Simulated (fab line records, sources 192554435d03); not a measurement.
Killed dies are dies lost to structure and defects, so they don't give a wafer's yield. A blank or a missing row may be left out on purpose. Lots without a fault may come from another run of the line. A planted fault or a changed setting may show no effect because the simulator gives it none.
fab line records | flow n5_finfet
record lots=7 wafers=21
route steps=1938 shown BEOL_M7@1299 BEOL_M9@1431 BEOL_M10@1513 BEOL_M11@1552 BEOL_M12@1625 BEOL_M13@1706 BEOL_M15@1809
start_h: hours from the record's first day to the start of the lot's first wafer shown | wait_h: hours since the lot's step before | " the same as in the row above | L1.1+2: a row that stands for several wafers | - no value, or no start given | * or withheld: withheld | < > ~ a bound
route shown NAME@n: a module of which the file shows steps, and the number in the route of the first | usual: mean/standard deviation of fault-free wafers | same: alike in all rows | chamber/n: place in a boat | sites: the reading at each site | _std_site: their standard deviation | _edge_site: outer sites' mean less inner sites' | radius_mm: how far each site lies from the wafer's centre | mask NAME#n: copy n | behind: the tool/chamber that last shaped the wafer | hold: why the lot was held/for how many hours/how that ended | device: the transistor (n, p or np) that didn't switch | end of line: the same wafers' tests at the end of the route | a step without rows: its recipe alone | killed: dies lost to structure and defects at the first sort, not the wafer's yield | map: a wafer's dies, x killed, . not, _ none there
set.NAME: the setting as run; set.NAME@STEP: as run at that earlier step | model.NAME: the simulator's own value behind a step, which no gauge read
lots whose settings were changed on purpose; a table a step, a row a wafer
## steps
# step N5_BEOL_M7_DESCUM_33
# recipe chemistry=O2 time_s=7 source_power_w=50 bias_power_w=20 pressure_mtorr=20 rf_frequency_hz=2.712e+07 temp_c=40 resist=CAR-EUV o2_flow_sccm=225
# columns lot.wafer tool chamber start_h wait_h set.time_s model.CAR-EUV_of_BEOL_M7_COAT_22.thk_nm
L078.2+4+5 rie_diel-04 0,0,1 224.58 0.0 7 26.2
L080.2+6 rie_diel-01 1,0 233.55 0.0 5.684 26.8
L080.3 " 0 " " 7 26.2
L083.2 rie_diel-04 2 260.83 0.0 5.586 26.8
L083.4 " 3 " " 5.586 26.6
L083.5 " 1 " " 7 25.8
L085.1 rie_diel-05 3 264.19 0.0 7.538 25.8
L085.4+6 " 0,3 " " 7 26
L086.4+5 rie_diel-05 0 266.49 0.3 5.696 26.8
L086.6 " 1 " " 7 26.2
L091.3+4+6 rie_diel-01 2,3,3 299.09 0.0 7 26
L095.1+2+3 rie_diel-04 3,2,0 327.47 0.0 7 26.2
# step N5_BEOL_M7_ETCH_72
# recipe chemistry=N2/H2 target=underlayer target_depth_a=65 mask_material=CAR-EUV time_s=5.2 ion_energy_ev=200 pressure_mtorr=30 source_w=840 bias_w=150 n2_flow_sccm=200 h2_flow_sccm=200 ends=cleared
# columns lot.wafer tool chamber start_h wait_h set.time_s@BEOL_M7_DESCUM_33 model.CAR-EUV_of_BEOL_M7_COAT_22.thk_nm
L078.2+4+5 rie_diel-04 0,0,1 224.62 0.0 7 20.4
L080.2+6 rie_diel-01 1,0 233.59 0.0 5.684 21
L080.3 " 0 " " 7 20.4
L083.2 rie_diel-04 2 260.87 0.0 5.586 21
L083.4 " 3 " " 5.586 20.8
L083.5 " 1 " " 7 20
L085.1 rie_diel-05 3 264.22 0.0 7.538 20
L085.4 " 0 " " 7 20.4
L085.6 " 3 " " 7 20.2
L086.4+5 rie_diel-05 0 266.52 0.0 5.696 21.2
L086.6 " 1 " " 7 20.4
L091.3+4 rie_diel-01 2,3 299.12 0.0 7 20.2
L091.6 " 3 " " 7 20.4
L095.1+2 rie_diel-04 3,2 327.50 0.0 7 20.4
L095.3 " 0 " " 7 20.6
# step N5_BEOL_M7_ETCH_65
# recipe chemistry=CF4 target=SiARC target_depth_a=156 mask_material=CAR-EUV time_s=26 ion_energy_ev=80 pressure_mtorr=40 source_w=545 bias_w=36 Ar_flow_sccm=100 cf4_flow_sccm=100 ends=cleared
# columns lot.wafer tool chamber start_h wait_h set.time_s@BEOL_M7_DESCUM_33 model.CAR-EUV_of_BEOL_M7_COAT_22.thk_nm
L078.2+4+5 rie_diel-04 0,0,1 224.63 0.0 7 11.2
L080.2+6 rie_diel-01 1,0 233.60 0.0 5.684 11.8
L080.3 " 0 " " 7 11.2
L083.2+4 rie_diel-04 2,3 260.89 0.0 5.586 11.8
L083.5 " 1 " " 7 10.8
L085.1 rie_diel-05 3 264.24 0.0 7.538 10.8
L085.4 " 0 " " 7 11.2
L085.6 " 3 " " 7 11
L086.4+5 rie_diel-05 0 266.54 0.0 5.696 12
L086.6 " 1 " " 7 11.2
L091.3+4 rie_diel-01 2,3 299.14 0.0 7 11
L091.6 " 3 " " 7 11.2
L095.1+2 rie_diel-04 3,2 327.52 0.0 7 11.2
L095.3 " 0 " " 7 11.4
# step N5_BEOL_M7_TRENCH_ETCH_37
# recipe chemistry=C4F6/O2 target_depth_a=934.78 target=SiCOH_lowk time_s=31.2 ion_energy_ev=250 pressure_mtorr=30 source_w=345 bias_w=185 Ar_flow_sccm=300 C4F6_flow_sccm=10 O2_flow_sccm=10
# usual rf_vpp_V=665/16
# columns lot.wafer tool chamber start_h wait_h set.bias_w rf_vpp_V
L078.2 rie_diel-04 0 - - 165.9 630
L078.4 " 0 " " 185 687
L078.5 " 1 " " 165.9 584
L080.2 rie_diel-01 1 - - 185 670
L080.3 " 0 " " 216.5 771
L080.6 " 0 " " 216.5 771
L083.2 rie_diel-04 2 - - 206.1 710
L083.4 " 3 " " 185 675
L083.5 " 1 " " 185 634
L085.1 rie_diel-05 3 - - 202.6 690
L085.4 " 0 " " 202.6 740
L085.6 " 3 " " 202.6 690
L086.4 rie_diel-05 0 - - 163.3 624
L086.5 " 0 " " 163.3 625
L086.6 " 1 " " 163.3 596
L091.3 rie_diel-01 2 - - 207.1 742
L091.4 " 3 " " 185 662
L091.6 " 3 " " 207.1 725
L095.1 rie_diel-04 3 - - 185 675
L095.2 " 2 " " 185 652
L095.3 " 0 " " 185 687
# step N5_BEOL_M9_EXPOSE_25
# recipe mask_id=V8 na=0.33 source_shape=annular sigma_inner=0.4 sigma_outer=0.8 polarization=unpolarized dose_mj=37.25
# columns lot.wafer tool chamber start_h wait_h mask set.dose_mj
L078.2+4+5 euv_scanner-02 0 240.07 - V8#0 37.25
L080.2+3+6 euv_scanner-02 0 246.03 - V8#0 37.25
L083.2+5 euv_scanner-01 0 278.72 - V8#0 39.82
L083.4 " 0 " " V8#0 37.25
L085.1+4+6 euv_scanner-01 0 278.75 - V8#0 37.25
L086.4+6 euv_scanner-01 0 278.85 - V8#0 39.99
L086.5 " 0 " " V8#0 37.25
L091.3+6 euv_scanner-02 0 315.68 - V8#0 37.25
L091.4 " 0 " " V8#0 34.66
L095.1+2+3 euv_scanner-01 0 344.27 - V8#0 37.25
# step N5_BEOL_M9_PEB_26
# recipe peb_temp_c=100 peb_time_s=60 resist=CAR-EUV
# step N5_BEOL_M9_DEVELOP_27
# recipe develop_time_s=30 developer=TMAH resist=CAR-EUV rinse_liquid=surfactant_rinse dry=air_spin dev_temp_c=23
# step N5_BEOL_M9_CD_MEAS_28
# recipe target_cd_nm=70 landing_energy_ev=500 detector=se_inlens polarity=opening
# usual cd_nm=69.94/0.27
# columns lot.wafer tool chamber start_h wait_h set.dose_mj@BEOL_M9_EXPOSE_25 cd_nm
L078.2 cd_sem-02 0 240.19 - 37.25 69.73
L078.4 " 0 " " 37.25 69.83
L078.5 " 0 " " 37.25 69.43
L080.2 cd_sem-03 0 246.16 - 37.25 69.74
L080.3 " 0 " " 37.25 69.97
L080.6 " 0 " " 37.25 69.75
L083.2 cd_sem-03 0 278.84 - 39.82 71.21
L083.4 " 0 " " 37.25 69.65
L083.5 " 0 " " 39.82 71.29
L085.1 cd_sem-02 0 278.88 - 37.25 70.54
L085.4 " 0 " " 37.25 69.99
L085.6 " 0 " " 37.25 70.11
L086.4 cd_sem-03 0 278.97 - 39.99 71.49
L086.5 " 0 " " 37.25 69.76
L086.6 " 0 " " 39.99 71.40
L091.3 cd_sem-01 0 315.80 - 37.25 70.36
L091.4 " 0 " " 34.66 68.08
L091.6 " 0 " " 37.25 70.20
L095.1 cd_sem-03 0 344.40 - 37.25 70.21
L095.2 " 0 " " 37.25 69.98
L095.3 " 0 " " 37.25 69.97
# step N5_BEOL_M10_ETCH_41
# recipe chemistry=CH3F/O2 target=SiCN target_depth_a=426 taper_deg=2 time_s=86 ion_energy_ev=120 mask_material=TiN pressure_mtorr=30 source_w=395 bias_w=75 Ar_flow_sccm=150 CH3F_flow_sccm=30 O2_flow_sccm=20
# usual rf_vpp_V=297.8/1.5
# columns lot.wafer tool chamber start_h wait_h set.source_w rf_vpp_V
L078.2 rie_diel-03 1 - - 395 300.3
L078.4 " 3 " " 395 296.7
L078.5 " 3 " " 395 297.2
L080.2 rie_diel-02 3 - - 395 297.2
L080.3 " 2 " " 395 296.2
L080.6 " 2 " " 365.9 303.8
L083.2 rie_diel-02 2 - - 395 297.7
L083.4 " 1 " " 395 298.8
L083.5 " 3 " " 414 292.2
L085.1 rie_diel-03 3 - - 395 296.6
L085.4 " 1 " " 395 300.2
L085.6 " 3 " " 395 297.4
L086.4 rie_diel-02 1 - - 395 298.5
L086.5 " 2 " " 395 297.3
L086.6 " 3 " " 395 298.2
L091.3 rie_diel-06 3 - - 395 299.7
L091.4 " 2 " " 395 295.7
L091.6 " 1 " " 333.3 311.7
L095.1 rie_diel-03 3 - - 395 298.9
L095.2 " 2 " " 395 298.2
L095.3 " 1 " " 395 299.2
# step N5_BEOL_M11_DESCUM_16
# recipe chemistry=O2 time_s=7.9 source_power_w=50 bias_power_w=20 pressure_mtorr=20 rf_frequency_hz=2.712e+07 temp_c=40 resist=CAR-ArF o2_flow_sccm=225
# columns lot.wafer tool chamber start_h wait_h set.time_s model.CAR-ArF_of_BEOL_M11_COAT_05.thk_nm
L078.2 rie_diel-01 3 256.20 0.0 7.9 83.2
L078.4 " 2 " " 7.9 83.6
L078.5 " 0 " " 7.9 83.4
L080.2+6 rie_diel-04 3,2 259.78 0.1 7.9 83.4
L080.3 " 2 " " 9.172 82.6
L083.2 rie_diel-05 2 293.32 0.1 8.832 83
L083.4 " 1 " " 8.832 82.8
L083.5 " 1 " " 7.9 83.4
L085.1 rie_diel-04 2 293.56 0.2 6.961 84.2
L085.4+6 " 0,2 " " 6.961 84
L086.4 rie_diel-05 0 295.82 0.0 6.449 85
L086.5 " 0 " " 6.449 84.6
L086.6 " 1 " " 7.9 83.8
L091.3 rie_diel-04 0 329.37 0.0 7.134 84.2
L091.4 " 2 " " 7.9 83.6
L091.6 " 3 " " 7.9 83.8
L095.1 rie_diel-04 2 360.94 0.1 7.9 83.2
L095.2+3 " 0,3 " " 7.9 83.6
# step N5_BEOL_M11_COAT_22
# recipe resist=CAR-ArF spin_rpm=1500 resist_thk_nm=90
# columns lot.wafer tool chamber start_h wait_h set.spin_rpm model.CAR-ArF_of_BEOL_M11_COAT_22.thk_nm
L078.2+4 litho_track-02 0 - - 1500 90.2
L078.5 " 0 " " 1500 90
L080.2 litho_track-05 0 - - 1438 92.2
L080.3 " 0 " " 1500 90.4
L080.6 " 0 " " 1500 90
L085.1 litho_track-03 0 - - 1500 89.8
L085.4 " 0 " " 1457 91.2
L085.6 " 0 " " 1457 91.4
L083.2+4 litho_track-05 0 - - 1500 90.2
L083.5 " 0 " " 1500 90
L086.4+6 litho_track-03 0 - - 1500 90
L086.5 " 0 " " 1500 89.8
L091.3+4 litho_track-03 0 - - 1500 89.8
L091.6 " 0 " " 1646 85.8
L095.1 litho_track-02 0 - - 1500 90.2
L095.2 " 0 " " 1500 89.8
L095.3 " 0 " " 1500 90
# step N5_BEOL_M11_EBR_24
# recipe solvent=PGMEA ebr_width_mm=1.5
# step N5_BEOL_M11_SOFTBAKE_23
# recipe temp_c=110 time_s=60 resist=CAR-ArF
# step N5_BEOL_M11_DESCUM_33
# recipe chemistry=O2 time_s=7.9 source_power_w=50 bias_power_w=20 pressure_mtorr=20 rf_frequency_hz=2.712e+07 temp_c=40 resist=CAR-ArF o2_flow_sccm=225
# columns lot.wafer tool chamber start_h wait_h set.spin_rpm@BEOL_M11_COAT_22 model.CAR-ArF_of_BEOL_M11_COAT_22.thk_nm
L078.2+4 rie_diel-04 1,2 258.24 0.1 1500 83.6
L078.5 " 3 " " 1500 83.4
L080.2 rie_diel-05 3 260.75 0.0 1438 85.6
L080.3 " 2 " " 1500 84
L080.6 " 3 " " 1500 83.4
L085.1 rie_diel-05 1 295.01 0.2 1500 83.4
L085.4 " 0 " " 1457 84.8
L085.6 " 0 " " 1457 85
L083.2+4 rie_diel-04 2,1 295.15 0.3 1500 83.6
L083.5 " 2 " " 1500 83.4
L086.4 rie_diel-05 2 299.15 0.0 1500 83.6
L086.5+6 " 0,1 " " 1500 83.4
L091.3 rie_diel-04 3 331.65 0.0 1500 83.4
L091.4 " 0 " " 1500 83.2
L091.6 " 3 " " 1646 79.4
L095.1 rie_diel-04 3 362.79 0.0 1500 83.6
L095.2 " 1 " " 1500 83.2
L095.3 " 0 " " 1500 83.4
# step N5_BEOL_M12_COAT_22
# recipe spin_rpm=2888 resist_thk_nm=300
# columns lot.wafer tool chamber start_h wait_h set.spin_rpm model.coat_of_BEOL_M12_COAT_22.thk_nm
L078.2+5 litho_track-04 0 - - 3183 286
L078.4 " 0 " " 2888 300.2
L080.2 litho_track-01 0 - - 2888 300.2
L080.3 " 0 " " 2888 299.8
L080.6 " 0 " " 2888 300.4
L085.1 litho_track-05 0 - - 3046 294
L085.4 " 0 " " 2888 302.6
L085.6 " 0 " " 3046 293.8
L083.2+4 litho_track-04 0 - - 2888 300.8
L083.5 " 0 " " 2888 301.6
L086.4 litho_track-05 0 - - 2888 299.8
L086.5 " 0 " " 2602 315.2
L086.6 " 0 " " 2888 299
L091.3 litho_track-05 0 - - 2888 300.6
L091.4 " 0 " " 3045 292.4
L091.6 " 0 " " 3045 291.4
L095.1+3 litho_track-01 0 - - 2888 298.8
L095.2 " 0 " " 2888 300.2
# step N5_BEOL_M12_ETCH_68
# recipe chemistry=N2/H2 target=SOC mask_material=SiARC source_w=3000 bias_w=350 temp_c=40 time_s=285 ion_energy_ev=200 pressure_mtorr=30 n2_flow_sccm=200 h2_flow_sccm=200
# columns lot.wafer tool chamber start_h wait_h set.time_s model.SiARC_of_BEOL_M12_COAT_66.thk_nm
L078.2 rie_diel-03 0 263.24 0.1 223.7 90.6
L078.4 " 3 " " 285 84.8
L078.5 " 3 " " 223.7 90.2
L080.2 rie_diel-03 1 265.87 0.1 285 85.4
L080.3+6 " 3,2 " " 285 85.2
L085.1+6 rie_diel-06 0 301.04 0.1 285 85.6
L085.4 " 1 " " 285 86.2
L083.2 rie_diel-03 0 301.29 0.1 226.5 90.8
L083.4 " 3 " " 285 85.8
L083.5 " 2 " " 226.5 90.4
L086.4 rie_diel-06 3 304.23 0.1 285 85.6
L086.5 " 3 " " 323.6 82
L086.6 " 0 " " 285 85.8
L091.3 rie_diel-06 0 338.24 0.1 250.1 88.2
L091.4+6 " 3 " " 250.1 87.6
L095.1 rie_diel-03 2 367.95 0.1 285 85.4
L095.2 " 1 " " 285 85.6
L095.3 " 0 " " 285 85.2
# step N5_BEOL_M13_SPUTTER_44
# recipe material=Ta target_thk_a=100 temp_c=50 bias_v=80 power_w=15000 chamber_pressure_pa=0.07 time_s=16.13
# columns lot.wafer tool chamber start_h wait_h set.power_w model.Ta_of_BEOL_M13_SPUTTER_44.thk_nm
L078.2+4+5 pvd_sputter-02 - 272.35 0.0 15000 10
L080.2 pvd_sputter-01 - 272.40 0.0 13510 9
L080.3 " - " " 13510 8.8
L080.6 " - " " 15000 10
L085.1+4 pvd_sputter-02 - 310.06 0.0 13000 8.6
L085.6 " - " " 15000 10.2
L083.2 pvd_sputter-02 - 310.38 0.0 15810 10.6
L083.4 " - " " 15000 9.8
L083.5 " - " " 15000 10
L086.4 pvd_sputter-02 - 317.47 0.0 13400 9.2
L086.5 " - " " 13400 9
L086.6 " - " " 15000 10.2
L091.3 pvd_sputter-03 - 346.37 0.0 15000 10.2
L091.4+6 " - " " 15000 10
L095.1 pvd_sputter-02 - 378.17 0.0 15000 10
L095.2+3 " - " " 15000 9.8
# step N5_BEOL_M15_TRENCH_ETCH_34
# recipe chemistry=C4F8/O2/Ar target=SiO2 target_depth_a=8729.3 he_inner_torr=15 he_outer_torr=30 time_s=199 ion_energy_ev=800 pressure_mtorr=20 source_w=1905 bias_w=2040 Ar_flow_sccm=400 C4F8_flow_sccm=16 O2_flow_sccm=12
# usual rf_vpp_V=2222/47
# columns lot.wafer tool chamber start_h wait_h set.bias_w rf_vpp_V
L078.2 rie_diel-05 1 281.31 0.0 2040 2195
L078.4 " 0 " " 2040 2295
L078.5 " 0 " " 2040 2293
L080.2 rie_diel-05 0 281.79 0.0 2165 2390
L080.3 " 1 " " 2165 2287
L080.6 " 0 " " 2040 2293
L085.1 rie_diel-05 3 321.52 0.0 2040 2154
L085.4 " 1 " " 1726 1950
L085.6 " 3 " " 2040 2152
L083.2 rie_diel-05 1 326.45 0.0 2040 2194
L083.4 " 3 " " 2040 2154
L083.5 " 1 " " 1758 1976
L086.4 rie_diel-01 2 326.83 0.0 2040 2262
L086.5 " 0 " " 2040 2266
L086.6 " 1 " " 1861 2090
L091.3 rie_diel-05 3 356.24 0.0 1925 2068
L091.4 " 2 " " 2040 2198
L091.6 " 1 " " 1925 2104
L095.1 rie_diel-05 0 387.51 0.0 2040 2295
L095.2 " 1 " " 2040 2194
L095.3 " 3 " " 2040 2153
## key
split step=N5_BEOL_M7_DESCUM_33 setting=time_s stated=7 by=wafer
response step=N5_BEOL_M7_DESCUM_33 reading=model.CAR-EUV_of_BEOL_M7_COAT_22.thk_nm change=-0.0361 per=1% r=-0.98
response step=N5_BEOL_M7_ETCH_72 reading=model.CAR-EUV_of_BEOL_M7_COAT_22.thk_nm change=-0.04 per=1% r=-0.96
response step=N5_BEOL_M7_ETCH_65 reading=model.CAR-EUV_of_BEOL_M7_COAT_22.thk_nm change=-0.0417 per=1% r=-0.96
split step=N5_BEOL_M7_TRENCH_ETCH_37 setting=bias_w stated=185 by=wafer
response step=N5_BEOL_M7_TRENCH_ETCH_37 reading=rf_vpp_V change=+6.02 per=1% r=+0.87
split step=N5_BEOL_M9_EXPOSE_25 setting=dose_mj stated=37.25 by=wafer
response step=N5_BEOL_M9_CD_MEAS_28 reading=cd_nm change=+0.258 per=1% r=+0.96
split step=N5_BEOL_M10_ETCH_41 setting=source_w stated=395 by=wafer
response step=N5_BEOL_M10_ETCH_41 reading=rf_vpp_V change=-0.938 per=1% r=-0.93
split step=N5_BEOL_M11_DESCUM_16 setting=time_s stated=7.9 by=wafer
response step=N5_BEOL_M11_DESCUM_16 reading=model.CAR-ArF_of_BEOL_M11_COAT_05.thk_nm change=-0.0506 per=1% r=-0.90
split step=N5_BEOL_M11_COAT_22 setting=spin_rpm stated=1500 by=wafer
response step=N5_BEOL_M11_COAT_22 reading=model.CAR-ArF_of_BEOL_M11_COAT_22.thk_nm change=-0.429 per=1% r=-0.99
response step=N5_BEOL_M11_DESCUM_33 reading=model.CAR-ArF_of_BEOL_M11_COAT_22.thk_nm change=-0.417 per=1% r=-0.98
split step=N5_BEOL_M12_COAT_22 setting=spin_rpm stated=2888 by=wafer
response step=N5_BEOL_M12_COAT_22 reading=model.coat_of_BEOL_M12_COAT_22.thk_nm change=-1.51 per=1% r=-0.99
split step=N5_BEOL_M12_ETCH_68 setting=time_s stated=285 by=wafer
response step=N5_BEOL_M12_ETCH_68 reading=model.SiARC_of_BEOL_M12_COAT_66.thk_nm change=-0.252 per=1% r=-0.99
split step=N5_BEOL_M13_SPUTTER_44 setting=power_w stated=15000 by=wafer
response step=N5_BEOL_M13_SPUTTER_44 reading=model.Ta_of_BEOL_M13_SPUTTER_44.thk_nm change=+0.114 per=1% r=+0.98
split step=N5_BEOL_M15_TRENCH_ETCH_34 setting=bias_w stated=2040 by=wafer
response step=N5_BEOL_M15_TRENCH_ETCH_34 reading=rf_vpp_V change=+14.5 per=1% r=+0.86
